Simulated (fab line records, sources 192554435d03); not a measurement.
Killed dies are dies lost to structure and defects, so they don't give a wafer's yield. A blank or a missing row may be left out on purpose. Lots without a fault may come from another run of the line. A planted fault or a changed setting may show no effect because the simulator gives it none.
Chamber matching | flow n5_finfet | N5_FIN_SAQP_PECVD_47 on pecvd-01: 3 sister chambers
The step deposits a-Si from SiH4/He, target thk 45 nm, time 36.3 s. 16 wafers are shown with their chamber, then 8 later ones without.

WAFERS WITH THEIR CHAMBER
wafer  | chamber | showerhead_plenum_p_Torr (Torr) | throttle_valve_pct (%) | heater_power_w (W)
L130.2 | 0       | 5.68                            | 17.5                   | 928
L130.3 | 1       | 5.63                            | 18.1                   | 870
L130.6 | 2       | 5.67                            | 17.8                   | 980
L132.1 | 0       | 5.67                            | 18.0                   | 879
L132.3 | 1       | 5.62                            | 17.9                   | 979
L132.5 | 0       | 5.66                            | 17.9                   | 896
L134.1 | 0       | 5.66                            | 17.9                   | 828
L134.4 | 0       | 5.66                            | 17.9                   | 846
L134.6 | 1       | 5.63                            | 18.1                   | 857
L139.2 | 1       | 5.63                            | 18.1                   | 978
L139.3 | 2       | 5.66                            | 16.5                   | 896
L139.4 | 1       | 5.65                            | 18.0                   | 964
L142.1 | 1       | 5.63                            | 18.2                   | 855
L142.3 | 1       | 5.65                            | 18.3                   | 875
L142.4 | 2       | 5.66                            | 16.6                   | 940
L146.1 | 1       | 5.63                            | 18.3                   | 994

SIGNATURES (means of the wafers above)
reading                  | chamber 0 | chamber 1 | chamber 2 | scatter within a chamber
showerhead_plenum_p_Torr | 5.6660    | 5.6338    | 5.6633    | 0.0095
throttle_valve_pct       | 17.840    | 18.125    | 16.967    | 0.32
heater_power_w           | 875.40    | 921.50    | 938.67    | 53.2
Rule: a wafer's distance from a chamber is the root of the sum, over the readings, of the square of ((its reading less the chamber's mean) divided by the reading's scatter). The wafer belongs to the nearest chamber; if the next one is less than 2 further off, it can't be placed. The scatter: the root of (the sum of the squares of (reading less its chamber's mean) over the shown wafers, divided by (wafers less chambers)).

WAFERS WITHOUT THEIR CHAMBER
wafer  | showerhead_plenum_p_Torr (Torr) | throttle_valve_pct (%) | heater_power_w (W)
L146.4 | 5.66                            | 18.2                   | 937
L146.6 | 5.66                            | 16.5                   | 948
L148.1 | 5.67                            | 17.9                   | 837
L148.2 | 5.67                            | 16.8                   | 904
L148.6 | 5.65                            | 16.6                   | 920
L151.1 | 5.66                            | 16.9                   | 1010
L151.2 | 5.64                            | 17.9                   | 928
L151.5 | 5.64                            | 18.3                   | 923

WHICH CHAMBER EACH WENT THROUGH
wafer  | from the rows above     | in truth
L146.4 | can't be placed: 0 or 1 | 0
L146.6 | 2                       | 2
L148.1 | 0                       | 0
L148.2 | 2                       | 2
L148.6 | 2                       | 2
L151.1 | 2                       | 2
L151.2 | can't be placed: 1 or 0 | 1
L151.5 | 1                       | 1
Placed correctly: 6 of 8. Can't be placed from these rows: 2 (the true chamber is among the candidates in 2). Placed wrongly: 0.
